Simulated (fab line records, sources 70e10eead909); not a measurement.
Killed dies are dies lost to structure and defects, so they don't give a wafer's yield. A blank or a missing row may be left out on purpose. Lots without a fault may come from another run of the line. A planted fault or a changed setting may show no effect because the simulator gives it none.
fab line records | flow nand_harc
record lots=5 wafers=15 last_day=33
route steps=1302 shown A_CHANNEL_HOLE_D1@489 A_CHANNEL_FILL_D1@490 A_DECK1_JOINT@518
lots that met no fault: from a run of the same line without faults
start_h: hours from the record's first day to the start of the lot's first wafer shown | wait_h: hours since the lot's step before | " the same as in the row above | L1.1+2: a row that stands for several wafers | - no value, or no start given | * or withheld: withheld | < > ~ a bound
route shown NAME@n: a module of which the file shows steps, and the number in the route of the first | usual: mean/standard deviation of fault-free wafers | same: alike in all rows | chamber/n: place in a boat | sites: the reading at each site | _std_site: their standard deviation | _edge_site: outer sites' mean less inner sites' | radius_mm: how far each site lies from the wafer's centre | mask NAME#n: copy n | behind: the tool/chamber that last shaped the wafer | hold: why the lot was held/for how many hours/how that ended | device: the transistor (n, p or np) that didn't switch | end of line: the same wafers' tests at the end of the route | a step without rows: its recipe alone | killed: dies lost to structure and defects at the first sort, not the wafer's yield | map: a wafer's dies, x killed, . not, _ none there
set.NAME: the setting as run; set.NAME@STEP: as run at that earlier step | model.NAME: the simulator's own value behind a step, which no gauge read
lots at some steps of the route; a table a step, a row a wafer
services: from which hour (start_h, from the record's first day; less than 0 if before it) a tool's chamber was out of use, for how many hours, and why
## steps
# step NHARC_A_CHANNEL_HOLE_D1_INSPECT_40
# usual raw_defect_count=79/29
# columns lot.wafer tool chamber start_h wait_h raw_defect_count
L074.3 defect_inspect-01 - 187.47 - 47
L074.4 " - " " 62
L074.6 " - " " 46
L076.2 defect_inspect-02 - 208.15 - 32
L076.4 " - " " 37
L076.5 " - " " 21
L085.2 defect_inspect-01 - 290.05 - 93
L085.4 " - " " 102
L085.5 " - " " 105
L087.3 defect_inspect-01 - 316.78 - 96
L087.4 " - " " 110
L087.5 " - " " 136
L096.1 defect_inspect-02 - 408.22 - 66
L096.2 " - " " 61
L096.3 " - " " 68
# step NHARC_A_CHANNEL_FILL_D1_PRECLEAN_00
# recipe time_s=* temp_c=50 bath_age_min=0 chemistry=SC1
# usual diw_flow_mL_min=1415/3.9
# same bath_age_min=0
# columns lot.wafer tool chamber start_h wait_h diw_flow_mL_min
L074.4 wet_bench-01 2 187.53 0.1 1409
L074.6 " 3 " " 1411
L074.3 " 5 " " 1415
L076.4 wet_bench-07 4 208.21 0.1 1418
L076.5 " 5 " " 1421
L076.2 " 6 " " 1417
L085.4 wet_bench-07 5 290.10 0.0 1416
L085.2 " 0 " " 1419
L085.5 " 2 " " 1417
L087.4 wet_bench-07 4 316.83 0.0 1419
L087.3 " 6 " " 1412
L087.5 " 0 " " 1416
L096.3 wet_bench-01 6 408.28 0.1 1416
L096.1 " 0 " " 1415
L096.2 " 1 " " 1412
# step NHARC_A_CHANNEL_FILL_D1_SRD_01
# columns lot.wafer tool chamber start_h wait_h
L074.4+6+3 wet_bench-01 2,3,5 - -
L076.4+5+2 wet_bench-07 4,5,6 - -
L085.4+2+5 wet_bench-07 5,0,2 - -
L087.4+3+5 wet_bench-07 4,6,0 - -
L096.3+1+2 wet_bench-01 6,0,1 - -
# step NHARC_A_CHANNEL_FILL_D1_ALD_02
# recipe target_thk_a=60 pulse_time_s=10 ald_cycles=60 temp_c=300 material=SiO2
# usual heater_power_w=481/45 precursor_pulse_height_rel=0.999/0.022
# columns lot.wafer tool chamber start_h wait_h heater_power_w precursor_pulse_height_rel
L074.4 ald_hk-02 2 187.66 - 480 0.996
L074.3 " 1 " " 432 0.984
L074.6 " 3 " " 514 0.989
L076.2 ald_hk-03 0 208.41 - 483 0.976
L076.4 " 1 " " 499 1.034
L076.5 " 0 " " 487 1.000
L085.2 ald_hk-03 3 290.24 - 495 1.001
L085.4 " 2 " " 375 1.015
L085.5 " 3 " " 510 0.978
L087.4 ald_hk-01 1 317.05 - 457 0.985
L087.3 " 3 " " 527 0.972
L087.5 " 1 " " 455 1.019
L096.3 ald_hk-01 1 408.42 - 467 0.999
L096.2 " 2 " " 408 0.980
L096.1 " 3 " " 521 1.008
# step NHARC_A_CHANNEL_FILL_D1_ALD_03
# recipe target_thk_a=60 pulse_time_s=60 ald_cycles=58 temp_c=630 pressure_torr=2 material=SiNx
# usual chamber_pressure_Torr=2.000/0.0041 precursor_pulse_height_rel=1.002/0.02
# columns lot.wafer tool chamber start_h wait_h chamber_pressure_Torr precursor_pulse_height_rel
L074.3 ald_sin_batch-02 0 - - 2.004 1.010
L074.4 " 0 " " 2.000 1.004
L074.6 " 0 " " 2.001 1.017
L076.2 ald_sin_batch-02 0 - - 1.996 1.026
L076.4 " 0 " " 1.998 1.025
L076.5 " 0 " " 2.000 1.040
L085.2 ald_sin_batch-02 0 - - 1.998 0.989
L085.4 " 0 " " 1.999 0.997
L085.5 " 0 " " 2.003 1.000
L087.3 ald_sin_batch-02 0 - - 1.999 0.975
L087.4 " 0 " " 2.000 1.000
L087.5 " 0 " " 1.996 1.004
L096.1 ald_sin_batch-02 0 - - 1.995 0.991
L096.2 " 0 " " 1.998 0.985
L096.3 " 0 " " 1.998 0.995
# step NHARC_A_CHANNEL_FILL_D1_ALD_14
# recipe target_thk_a=25 pulse_time_s=10 ald_cycles=25 temp_c=300 material=SiO2
# usual heater_power_w=475/48 precursor_pulse_height_rel=1.001/0.022
# columns lot.wafer tool chamber start_h wait_h heater_power_w precursor_pulse_height_rel
L074.3 ald_hk-02 2 194.73 0.1 483 0.989
L074.4 " 0 " " 528 0.971
L074.6 " 2 " " 489 1.031
L076.4 ald_hk-02 2 215.76 0.5 486 0.989
L076.2 " 3 " " 524 0.986
L076.5 " 2 " " 481 1.021
L085.4 ald_hk-03 3 297.80 0.5 490 1.005
L085.2 " 0 " " 506 0.998
L085.5 " 2 " " 375 0.991
L087.4 ald_hk-01 3 324.04 0.1 527 1.003
L087.3 " 1 " " 455 0.997
L087.5 " 2 " " 392 1.033
L096.3 ald_hk-01 0 415.43 0.1 486 0.973
L096.2 " 1 " " 463 1.013
L096.1 " 2 " " 409 1.013
# step NHARC_A_CHANNEL_FILL_D1_ALD_15
# recipe target_thk_a=20 pulse_time_s=60 ald_cycles=19 temp_c=630 pressure_torr=2 material=SiNx
# usual chamber_pressure_Torr=2.000/0.0046 precursor_pulse_height_rel=0.998/0.02
# columns lot.wafer tool chamber start_h wait_h chamber_pressure_Torr precursor_pulse_height_rel
L074.3 ald_sin_batch-03 0 - - 2.000 0.995
L074.4 " 0 " " 2.000 0.980
L074.6 " 0 " " 2.000 0.987
L076.2 ald_sin_batch-02 0 - - 2.008 1.015
L076.4 " 0 " " 2.000 0.971
L076.5 " 0 " " 2.001 0.996
L085.2 ald_sin_batch-01 0 - - 1.995 1.002
L085.4 " 0 " " 1.992 0.989
L085.5 " 0 " " 1.995 0.956
L087.3 ald_sin_batch-03 0 - - 2.002 1.014
L087.4 " 0 " " 1.997 1.009
L087.5 " 0 " " 1.999 0.989
L096.1 ald_sin_batch-01 0 - - 2.002 0.999
L096.2 " 0 " " 2.001 0.980
L096.3 " 0 " " 2.007 0.976
# step NHARC_A_CHANNEL_FILL_D1_ALD_16
# recipe target_thk_a=15 pulse_time_s=10 ald_cycles=15 temp_c=300 material=SiO2
# usual heater_power_w=478/48 precursor_pulse_height_rel=0.999/0.018
# columns lot.wafer tool chamber start_h wait_h heater_power_w precursor_pulse_height_rel
L074.3 ald_hk-03 1 199.89 0.0 508 1.021
L074.4 " 0 " " 487 1.006
L074.6 " 2 " " 360 0.986
L076.4 ald_hk-03 1 222.03 1.1 505 1.001
L076.2 " 3 " " 502 1.018
L076.5 " 0 " " 499 1.007
L085.2 ald_hk-03 0 302.92 0.1 500 1.031
L085.4 " 2 " " 378 1.029
L085.5 " 3 " " 518 1.037
L087.4 ald_hk-03 0 329.18 0.0 506 1.003
L087.3 " 3 " " 494 0.980
L087.5 " 1 " " 522 0.987
L096.2 ald_hk-02 3 420.59 0.1 501 0.977
L096.3 " 1 " " 446 1.023
L096.1 " 2 " " 509 0.985
# step NHARC_A_CHANNEL_FILL_D1_ANNEAL_17
# recipe temp_c=850 time_s=1800
# usual spike_tc_lower_C=849.6/1 zone_power_upper_pct=15.0/0.56
# columns lot.wafer tool chamber start_h wait_h spike_tc_lower_C zone_power_upper_pct
L074.3 furnace-02 0 203.21 - 848.2 15.5
L074.4 " 0 " " 850.8 15.5
L074.6 " 0 " " 849.4 15.1
L076.2 furnace-03 0 225.37 - 847.9 14.0
L076.4 " 0 " " 849.5 13.8
L076.5 " 0 " " 847.9 13.8
L085.2 furnace-07 0 307.88 - 849.2 15.3
L085.4 " 0 " " 848.6 15.4
L085.5 " 0 " " 849.4 15.1
L087.3 furnace-07 0 332.76 - 849.8 15.3
L087.4 " 0 " " 850.8 15.4
L087.5 " 0 " " 850.9 15.4
L096.1 furnace-03 0 423.97 - 848.7 14.1
L096.2 " 0 " " 848.9 13.9
L096.3 " 0 " " 850.0 13.9
# step NHARC_A_CHANNEL_FILL_D1_CVD_18
# recipe target_thk_a=30 temp_c=550 material=poly-Si
# usual spike_tc_lower_C=550.2/1.7 zone_power_upper_pct=7.17/0.19
# columns lot.wafer tool chamber start_h wait_h spike_tc_lower_C zone_power_upper_pct
L074.3 lpcvd_poly-03 0 209.66 - 552.7 7.20
L074.4 " 0 " " 551.4 7.25
L074.6 " 0 " " 552.0 7.19
L076.2 lpcvd_poly-02 0 232.00 - 547.0 7.51
L076.4 " 0 " " 549.6 7.34
L076.5 " 0 " " 549.1 7.39
L085.2 lpcvd_poly-02 0 314.42 - 550.3 7.29
L085.4 " 0 " " 548.5 7.39
L085.5 " 0 " " 548.6 7.31
L087.3 lpcvd_poly-03 0 339.16 - 551.8 7.14
L087.4 " 0 " " 552.2 7.15
L087.5 " 0 " " 552.3 7.25
L096.1 lpcvd_poly-04 0 430.48 - 550.6 6.95
L096.2 " 0 " " 549.4 6.93
L096.3 " 0 " " 548.8 6.96
# step NHARC_A_CHANNEL_FILL_D1_ETCHBACK_19
# recipe target_depth_a=50 time_s=1.7 hbr_flow_sccm=150 cl2_flow_sccm=50 rf_w=400 icp_w=400 bias_w=100 chemistry=HBr/Cl2
# usual drypump_motor_current_A=5.6/0.4 oes_product_au=1.002/0.013 throttle_valve_pct=26.406/0.009
# columns lot.wafer tool chamber start_h wait_h drypump_motor_current_A oes_product_au rf_hours_counter_h throttle_valve_pct
L074.3 rie_si-02 3 211.72 0.4 5.1 1.005 0.6 26.415
L074.4 " 2 " " 5.9 1.012 0.7 26.408
L074.6 " 3 " " 5.1 1.001 - 26.413
L076.4 rie_si-02 3 234.08 0.4 5.1 1.009 0.7 26.397
L076.2 " 0 " " 5.2 1.011 0.7 26.414
L076.5 " 2 " " 5.9 1.028 - 26.393
L085.4 rie_si-05 2 316.51 0.4 6.4 1.009 0 26.421
L085.2 " 3 " " 5.5 1.024 0 26.410
L085.5 " 2 " " 6.4 1.002 - 26.409
L087.4 rie_si-04 0 341.25 0.4 5.8 0.972 1.1 26.417
L087.3 " 2 " " 5.6 0.988 1.2 26.422
L087.5 " 3 " " 5.5 0.999 - 26.403
L096.3 rie_si-02 0 432.55 0.4 5.2 0.985 1.0 26.407
L096.1 " 2 " " 5.9 1.011 0.9 26.394
L096.2 " 3 " " 5.1 0.995 0.9 26.412
# step NHARC_A_CHANNEL_FILL_D1_ETCHBACK_20
# recipe target_depth_a=270 time_s=13.5 c4f8_flow_sccm=withheld o2_flow_sccm=8 ar_flow_sccm=withheld rf_w=600 bias_w=1500 chemistry=C4F8/O2/Ar
# usual oes_product_au=0.96/0.037 rf_vpp_V=976/5.1
# columns lot.wafer tool chamber start_h wait_h oes_product_au rf_hours_counter_h rf_vpp_V
L074.3 rie_diel-09 1 211.87 - 0.98 3.0 985
L074.4 " 2 " " 0.97 3.0 976
L074.6 " 3 " " 0.98 - 975
L076.4 rie_diel-10 1 234.19 - 0.91 8.6 969
L076.2 " 3 " " 0.93 9.1 980
L076.5 " 2 " " 0.91 - 977
L085.4 rie_diel-08 2 316.64 - 0.91 4.7 970
L085.2 " 0 " " 0.91 5.1 973
L085.5 " 2 " " 0.92 - 971
L087.4 rie_diel-08 1 341.37 - 0.92 6.1 978
L087.3 " 2 " " 0.92 6.0 970
L087.5 " 2 " " 0.91 - 971
L096.2 rie_diel-09 1 432.70 - 0.91 5.5 986
L096.1 " 2 " " 0.91 5.5 974
L096.3 " 3 " " 0.90 5.3 972
# step NHARC_A_CHANNEL_FILL_D1_STRIP_28
# recipe time_s=20 o2_flow_sccm=500 ar_flow_sccm=0 bias_w=0 chemistry=O2
# usual drypump_motor_current_A=5.89/0.25 mfc_ar_sccm=0.008/0.012 oes_product_au=0.995/0.013 rf_vpp_V=57.5/0.95 showerhead_plenum_p_Torr=3.46/0.12 throttle_valve_pct=17.037/0.0099
# columns lot.wafer tool chamber start_h wait_h drypump_motor_current_A mfc_ar_sccm oes_product_au rf_hours_counter_h rf_vpp_V showerhead_plenum_p_Torr throttle_valve_pct
L074.3 rie_diel-09 0 211.94 0.1 6.06 0 0.998 3.0 58.4 3.33 17.036
L074.4 " 1 " " 5.71 0.018 0.986 3.0 57.1 3.71 17.060
L074.6 " 0 " " 5.98 0 1.006 - 54.9 3.33 17.012
L076.2 rie_diel-10 0 234.28 0.1 5.85 0.036 1.013 8.5 59.0 3.59 17.053
L076.4 " 1 " " 5.70 0 0.984 8.6 57.1 3.34 17.051
L076.5 " 1 " " 5.66 0 0.979 - 55.3 3.34 17.025
L085.2 rie_diel-08 1 316.74 0.1 5.87 0.028 0.986 4.8 57.1 3.48 17.046
L085.4 " 2 " " 6.24 0 0.991 4.7 58.8 3.34 17.028
L085.5 " 0 " " 5.94 0 0.974 - 56.5 3.42 17.033
L087.4 rie_diel-08 3 341.46 0.1 5.53 0.024 1.008 6.2 56.3 3.44 17.041
L087.3 " 2 " " 6.24 0 0.986 6.0 58.9 3.34 17.055
L087.5 " 3 " " 5.52 0.024 1.001 - 55.9 3.44 17.032
L096.1 rie_diel-09 2 432.80 0.1 6.05 0 0.989 5.5 56.7 3.44 17.048
L096.2 " 3 " " 6.05 0 0.992 5.3 58.8 3.41 17.039
L096.3 " 0 " " 5.96 0 1.018 5.2 58.0 3.32 17.031
# step NHARC_A_CHANNEL_FILL_D1_PRECLEAN_21
# recipe time_s=30 chemistry=dHF
# columns lot.wafer tool chamber start_h wait_h
L074.6+4+3 wet_bench-01 7,0,3 212.04 -
L076.2+5+4 wet_bench-01 3,4,6 234.38 -
L085.2+5+4 wet_bench-01 3,6,7 316.83 -
L087.4+5+3 wet_bench-02 0,2,4 341.56 -
L096.2+3+1 wet_bench-07 0,1,4 432.89 -
# step NHARC_A_CHANNEL_FILL_D1_SRD_23
# columns lot.wafer tool chamber start_h wait_h
L074.6+4+3 wet_bench-01 7,0,3 212.06 0.0
L076.2+5+4 wet_bench-01 3,4,6 234.41 0.0
L085.2+5+4 wet_bench-01 3,6,7 316.85 0.0
L087.4+5+3 wet_bench-02 0,2,4 341.59 0.0
L096.2+3+1 wet_bench-07 0,1,4 432.92 0.0
# step NHARC_A_CHANNEL_FILL_D1_CVD_05
# recipe target_thk_a=50 temp_c=550 material=poly-Si
# usual spike_tc_lower_C=550.6/1.9 zone_power_upper_pct=7.15/0.17
# columns lot.wafer tool chamber start_h wait_h spike_tc_lower_C zone_power_upper_pct
L074.3 lpcvd_poly-03 0 214.34 2.3 552.6 7.28
L074.4 " 0 " " 552.7 7.19
L074.6 " 0 " " 553.1 7.30
L076.2 lpcvd_poly-02 0 236.86 2.4 550.8 7.40
L076.4 " 0 " " 548.7 7.36
L076.5 " 0 " " 548.7 7.35
L085.2 lpcvd_poly-03 0 319.12 2.3 552.3 7.22
L085.4 " 0 " " 554.8 7.15
L085.5 " 0 " " 553.0 7.17
L087.3 lpcvd_poly-03 0 343.86 2.3 551.4 7.24
L087.4 " 0 " " 553.4 7.22
L087.5 " 0 " " 554.1 7.26
L096.1 lpcvd_poly-04 0 435.26 2.3 550.4 7.01
L096.2 " 0 " " 549.7 6.97
L096.3 " 0 " " 549.6 7.00
# step NHARC_A_CHANNEL_FILL_D1_ANNEAL_22
# recipe temp_c=620 time_s=7200
# usual spike_tc_lower_C=619.5/0.98 zone_power_upper_pct=8.1/0.34
# columns lot.wafer tool chamber start_h wait_h spike_tc_lower_C zone_power_upper_pct
L074.3 furnace-03 0 219.68 3.5 620.2 7.4
L074.4 " 0 " " 618.2 7.5
L074.6 " 0 " " 619.1 7.7
L076.2 furnace-03 0 242.17 3.5 619.2 7.6
L076.4 " 0 " " 621.0 7.6
L076.5 " 0 " " 619.8 7.5
L085.2 furnace-07 0 325.65 4.7 620.4 8.4
L085.4 " 0 " " 617.6 8.4
L085.5 " 0 " " 619.9 8.3
L087.3 furnace-07 0 351.17 5.5 617.7 8.4
L087.4 " 0 " " 617.9 8.2
L087.5 " 0 " " 620.5 8.4
L096.1 furnace-03 0 440.58 3.5 619.0 7.6
L096.2 " 0 " " 619.2 7.6
L096.3 " 0 " " 619.6 7.7
# step NHARC_A_CHANNEL_FILL_D1_THK_MEAS_06
# recipe thk_meas_gauge=ellipsometry
# usual thk_nm=5.0/0.95
# columns lot.wafer tool chamber start_h wait_h thk_nm
L074.3 film_metro-02 - 223.68 0.4 6.5
L074.4 " - " " 5.6
L074.6 " - " " 4.3
L076.2 film_metro-01 - 246.19 0.4 5.6
L076.4 " - " " 4.3
L076.5 " - " " 5.7
L085.2 film_metro-01 - 329.69 0.4 4.9
L085.4 " - " " 5.6
L085.5 " - " " 5.3
L087.3 film_metro-02 - 355.10 0.4 3.7
L087.4 " - " " 5.3
L087.5 " - " " 4.7
L096.1 film_metro-01 - 444.58 0.4 5.8
L096.2 " - " " 4.9
L096.3 " - " " 3.8
# step NHARC_A_CHANNEL_FILL_D1_ALD_25
# recipe target_thk_a=600 pulse_time_s=10 ald_cycles=600 temp_c=300 material=SiOx
# usual heater_power_w=473/53 precursor_pulse_height_rel=1.001/0.019
# columns lot.wafer tool chamber start_h wait_h heater_power_w precursor_pulse_height_rel
L074.4 ald_hk-01 3 224.96 1.3 489 0.951
L074.3 " 0 " " 507 0.999
L074.6 " 1 " " 470 1.017
L076.2 ald_hk-01 2 247.49 1.3 401 1.002
L076.4 " 3 " " 502 1.000
L076.5 " 1 249.36 3.2 490 1.024
L085.4 ald_hk-03 3 330.97 1.3 508 0.977
L085.2 " 0 " " 518 1.007
L085.5 " 1 " " 523 1.012
L087.3 ald_hk-03 3 355.78 0.7 497 1.016
L087.4 " 1 357.03 1.9 501 0.969
L087.5 " 2 " " 377 0.971
L096.1 ald_hk-03 1 444.63 0.1 519 0.999
L096.2 " 3 445.88 1.3 475 0.964
L096.3 " 0 " " 511 0.996
# step NHARC_A_CHANNEL_FILL_D1_ETCHBACK_08
# recipe target_depth_a=2200 time_s=110 c4f8_flow_sccm=20 ar_flow_sccm=withheld rf_w=600 bias_w=300 chemistry=C4F8
# usual oes_product_au=0.95/0.039 rf_vpp_V=439.7/2.2
# columns lot.wafer tool chamber start_h wait_h oes_product_au rf_hours_counter_h rf_vpp_V
L074.4 rie_diel-08 2 - - 0.92 1.2 439.0
L074.3 " 3 " " 0.95 1.5 438.4
L074.6 " 1 " " 0.94 - 439.8
L076.2 rie_diel-08 0 - - 0.91 2.4 437.6
L076.4 " 2 " " 0.90 2.0 436.8
L076.5 " 0 " " 0.90 - 439.0
L085.4 rie_diel-09 2 - - 0.98 0.5 439.5
L085.2 " 3 " " 0.99 0.5 439.0
L085.5 " 2 " " 0.99 - 438.2
L087.4 rie_diel-09 3 - - 0.96 1.9 439.4
L087.3 " 0 " " 0.98 1.9 436.0
L087.5 " 2 " " 0.95 - 439.0
L096.1 rie_diel-10 0 - - 1.00 2.1 441.4
L096.3 " 1 " " 1.00 1.6 436.8
L096.2 " 2 " " 0.98 1.6 439.4
# step NHARC_A_CHANNEL_FILL_D1_STRIP_29
# recipe time_s=20 o2_flow_sccm=500 ar_flow_sccm=0 bias_w=0 chemistry=O2
# usual drypump_motor_current_A=5.90/0.3 mfc_ar_sccm=0.009/0.014 oes_product_au=1.000/0.015 rf_vpp_V=57.5/0.9 showerhead_plenum_p_Torr=3.47/0.11 throttle_valve_pct=17.035/0.0096
# columns lot.wafer tool chamber start_h wait_h drypump_motor_current_A mfc_ar_sccm oes_product_au rf_hours_counter_h rf_vpp_V showerhead_plenum_p_Torr throttle_valve_pct
L074.3 rie_diel-08 0 - - 5.94 0 0.979 1.7 57.3 3.43 17.043
L074.4 " 1 " " 5.87 0.028 0.981 1.4 56.5 3.49 17.033
L074.6 " 1 " " 5.86 0.028 0.988 - 56.5 3.49 17.018
L076.4 rie_diel-08 0 - - 5.96 0 0.973 2.4 58.8 3.43 17.040
L076.2 " 1 " " 5.86 0.028 0.988 2.0 56.6 3.48 17.036
L076.5 " 2 " " 6.22 0 0.982 - 58.8 3.34 17.029
L085.4 rie_diel-09 3 - - 6.08 0 0.981 0.5 59.0 3.41 17.022
L085.2 " 0 " " 6.00 0 1.014 0.5 56.4 3.32 17.033
L085.5 " 2 " " 6.04 0 0.992 - 57.4 3.44 17.047
L087.4 rie_diel-09 3 - - 6.07 0 0.990 2.0 58.3 3.41 17.056
L087.3 " 0 " " 5.95 0 0.998 1.9 56.8 3.32 17.030
L087.5 " 2 " " 6.04 0 0.988 - 59.4 3.44 17.052
L096.2 rie_diel-10 2 - - 5.26 0 0.968 1.6 57.0 3.48 17.019
L096.3 " 3 " " 6.36 0 1.015 2.1 56.8 3.60 17.035
L096.1 " 1 " " 5.65 0 1.006 1.7 55.9 3.33 17.036
# step NHARC_A_CHANNEL_FILL_D1_PRECLEAN_30
# recipe time_s=30 chemistry=dHF
# columns lot.wafer tool chamber start_h wait_h
L074.3+6+4 wet_bench-02 0,2,3 229.49 -
L076.5+4+2 wet_bench-07 3,6,7 252.09 -
L085.4+2+5 wet_bench-01 6,7,0 335.52 -
L087.5+3+4 wet_bench-01 5,6,0 361.01 -
L096.1+2+3 wet_bench-02 4,5,7 450.49 -
# step NHARC_A_CHANNEL_FILL_D1_SRD_31
# columns lot.wafer tool chamber start_h wait_h
L074.3+6+4 wet_bench-02 0,2,3 229.52 0.0
L076.5+4+2 wet_bench-07 3,6,7 252.15 0.0
L085.4+2+5 wet_bench-01 6,7,0 335.54 0.0
L087.5+3+4 wet_bench-01 5,6,0 361.03 0.0
L096.1+2+3 wet_bench-02 4,5,7 450.51 0.0
# step NHARC_A_CHANNEL_FILL_D1_CVD_09
# recipe target_thk_a=1500 temp_c=620 pressure_mtorr=200 time_s=3000 material=poly-Si
# usual pressure_mtorr=200.0/0.47 spike_tc_lower_C=620.5/1.8 zone_power_upper_pct=8.74/0.22
# columns lot.wafer tool chamber start_h wait_h pressure_mtorr spike_tc_lower_C zone_power_upper_pct
L074.3 lpcvd_poly-03 0 232.55 3.0 200.8 623.9 8.80
L074.4 " 0 " " 199.9 621.1 8.87
L074.6 " 0 " " 200.1 624.1 8.94
L076.2 lpcvd_poly-03 0 254.43 2.3 200.2 622.2 8.95
L076.4 " 0 " " 200.3 623.6 8.84
L076.5 " 0 " " 200.6 622.5 8.65
L085.2 lpcvd_poly-02 0 337.99 2.4 199.5 620.3 9.10
L085.4 " 0 " " 199.4 618.8 8.93
L085.5 " 0 " " 199.5 618.5 9.15
L087.3 lpcvd_poly-03 0 363.30 2.3 200.6 623.3 8.79
L087.4 " 0 " " 200.7 621.5 8.88
L087.5 " 0 " " 200.1 621.7 8.89
L096.1 lpcvd_poly-04 0 453.64 3.1 200.3 621.5 8.48
L096.2 " 0 " " 199.4 620.5 8.64
L096.3 " 0 " " 198.9 620.3 8.55
# step NHARC_A_CHANNEL_FILL_D1_CMP_10
# recipe target_thk_nm=150
# usual motor_current_A=12.0/1.2 retaining_ring_pressure_frac=1.000/0.0052 time_to_endpoint_s=15/3.2
# columns lot.wafer tool chamber start_h wait_h motor_current_A retaining_ring_pressure_frac time_to_endpoint_s
L074.3 cmp-03 3 235.77 0.4 10.8 1.005 16
L074.4 " 2 " " 13.9 1.006 15
L074.6 " 0 " " 11.6 0.996 14
L076.2 cmp-04 3 257.63 0.4 11.7 1.000 16
L076.4 " 2 " " 11.2 1.001 18
L076.5 " 3 " " 11.6 0.992 15
L085.4 cmp-02 3 341.16 0.4 10.3 1.011 13
L085.2 " 1 " " 12.0 0.996 13
L085.5 " 3 " " 9.8 1.008 12
L087.3 cmp-02 1 366.53 0.4 12.7 0.996 13
L087.4 " 2 " " 12.4 0.998 22
L087.5 " 1 " " 13.2 0.995 16
L096.2 cmp-02 0 456.77 0.4 12.4 0.994 15
L096.3 " 1 " " 12.3 1.005 13
L096.1 " 3 " " 10.5 0.996 11
# step NHARC_A_CHANNEL_FILL_D1_SRD_12
# columns lot.wafer tool chamber start_h wait_h
L074.6+4+3 wet_bench-01 0,1,4 236.06 0.0
L076.4+2+5 wet_bench-07 0,1,2 257.92 0.0
L085.4+2+5 wet_bench-02 0,1,2 341.47 0.1
L087.4+3+5 wet_bench-07 4,5,1 366.80 0.0
L096.1+3+2 wet_bench-02 7,0,1 457.08 0.0
# step NHARC_A_CHANNEL_FILL_D1_INSPECT_13
# usual raw_defect_count=359/140
# columns lot.wafer tool chamber start_h wait_h raw_defect_count
L074.3 defect_inspect-01 - 236.18 0.0 146
L074.4 " - " " 306
L074.6 " - " " 120
L076.2 defect_inspect-01 - 258.04 0.0 386
L076.4 " - " " 251
L076.5 " - " " 258
L085.2 defect_inspect-01 - 341.57 0.0 410
L085.4 " - " " 519
L085.5 " - " " 500
L087.3 defect_inspect-01 - 366.93 0.0 213
L087.4 " - " " 290
L087.5 " - " " 349
L096.1 defect_inspect-02 - 457.19 0.0 445
L096.2 " - " " 441
L096.3 " - " " 267
# step NHARC_A_DECK1_JOINT_ETCHBACK_07
# recipe target_depth_a=1050 time_s=26.9 hbr_flow_sccm=150 rf_w=350 icp_w=350 bias_w=60 chemistry=HBr
# usual drypump_motor_current_A=5.6/0.37 oes_product_au=0.999/0.013 throttle_valve_pct=23.266/0.0083
# columns lot.wafer tool chamber start_h wait_h drypump_motor_current_A oes_product_au rf_hours_counter_h throttle_valve_pct
L074.3 rie_si-06 1 236.26 0.1 5.8 1.007 0.9 23.281
L074.4 " 2 " " 5.5 1.003 1.0 23.264
L074.6 " 3 " " 5.3 0.986 - 23.278
L076.2 rie_si-06 1 258.13 0.1 5.8 0.989 0 23.257
L076.4 " 2 " " 5.5 1.010 0 23.250
L076.5 " 0 " " 6.0 0.994 - 23.262
L085.2 rie_si-03 3 341.65 0.1 5.3 0.994 0.8 23.278
L085.4 " 0 " " 5.2 1.015 0.7 23.271
L085.5 " 2 " " 5.5 0.975 - 23.268
L087.4 rie_si-06 0 366.99 0.1 6.0 0.996 0.7 23.264
L087.3 " 1 " " 5.8 1.013 0.8 23.260
L087.5 " 0 " " 6.0 0.996 - 23.267
L096.3 rie_si-06 3 457.26 0.1 5.3 1.004 0.1 23.273
L096.2 " 0 " " 6.0 1.010 0.1 23.262
L096.1 " 1 " " 5.8 0.995 0.1 23.270
# step NHARC_A_DECK1_JOINT_ETCH_25
# recipe target_depth_a=5 chemistry=dHF material=SiO2
# columns lot.wafer tool chamber start_h wait_h
L074.6+3+4 wet_bench-04 3,4,5 236.40 0.1
L076.4+2+5 wet_bench-04 6,7,3 258.25 0.1
L085.4+5+2 wet_bench-09 5,7,0 341.79 0.1
L087.5+4+3 wet_bench-09 5,6,1 367.14 0.1
L096.3+1+2 wet_bench-04 6,7,1 457.41 0.1
# step NHARC_A_DECK1_JOINT_ETCH_19
# recipe temp_c=25 target_depth_a=30 chemistry=TMAH material=poly-Si
# columns lot.wafer tool chamber start_h wait_h
L074.6+3+4 wet_bench-04 3,4,5 236.43 0.0
L076.4+2+5 wet_bench-04 6,7,3 258.28 0.0
L085.4+5+2 wet_bench-09 5,7,0 341.83 0.0
L087.5+4+3 wet_bench-09 5,6,1 367.17 0.0
L096.3+1+2 wet_bench-04 6,7,1 457.44 0.0
# step NHARC_A_DECK1_JOINT_ETCH_18
# recipe target_depth_a=30 chemistry=dHF material=SiO2
# columns lot.wafer tool chamber start_h wait_h
L074.6+3+4 wet_bench-04 3,4,5 - -
L076.4+2+5 wet_bench-04 6,7,3 - -
L085.4+5+2 wet_bench-09 5,7,0 - -
L087.5+4+3 wet_bench-09 5,6,1 - -
L096.3+1+2 wet_bench-04 6,7,1 - -
# step NHARC_A_DECK1_JOINT_WET_08
# recipe temp_c=160 time_s=86 chemistry=H3PO4
# columns lot.wafer tool chamber start_h wait_h
L074.3+4+6 wet_h3po4-01 1 238.23 -
L076.2+4+5 wet_h3po4-01 1 260.09 -
L085.2+4+5 wet_h3po4-01 0 345.56 -
L087.3+4+5 wet_h3po4-01 1 368.97 -
L096.1+2+3 wet_h3po4-02 0 459.24 -
## services
# columns tool chamber start_h hours kind
wet_bench-09 - 176.80 8.0 pm
rie_diel-08 - 190.85 9.0 pm
ald_hk-03 - 212.00 10.0 pm
wet_bench-04 - 227.20 8.0 pm
rie_diel-09 2 229.26 5.5 repair
wet_bench-02 - 244.00 8.0 pm
ald_hk-03 - 247.99 1.9 repair
ald_sin_batch-02 - 266.00 26.0 pm
wet_bench-01 - 277.60 8.0 pm
wet_bench-04 - 278.15 2.0 repair
wet_bench-02 - 289.80 1.1 repair
rie_diel-09 2 295.44 3.9 repair
ald_hk-01 - 296.21 10.0 pm
furnace-03 - 296.40 26.0 pm
rie_diel-09 - 320.31 9.0 pm
wet_bench-07 - 336.00 8.0 pm
wet_bench-02 - 347.96 1.9 repair
wet_bench-09 - 352.80 8.0 pm
rie_diel-08 - 367.85 9.0 pm
lpcvd_poly-03 - 386.00 26.0 pm
wet_bench-04 - 403.20 8.0 pm
wet_bench-02 - 420.00 8.0 pm
rie_diel-08 3 447.71 15.0 repair
wet_bench-01 - 453.60 8.0 pm
## key
fault none
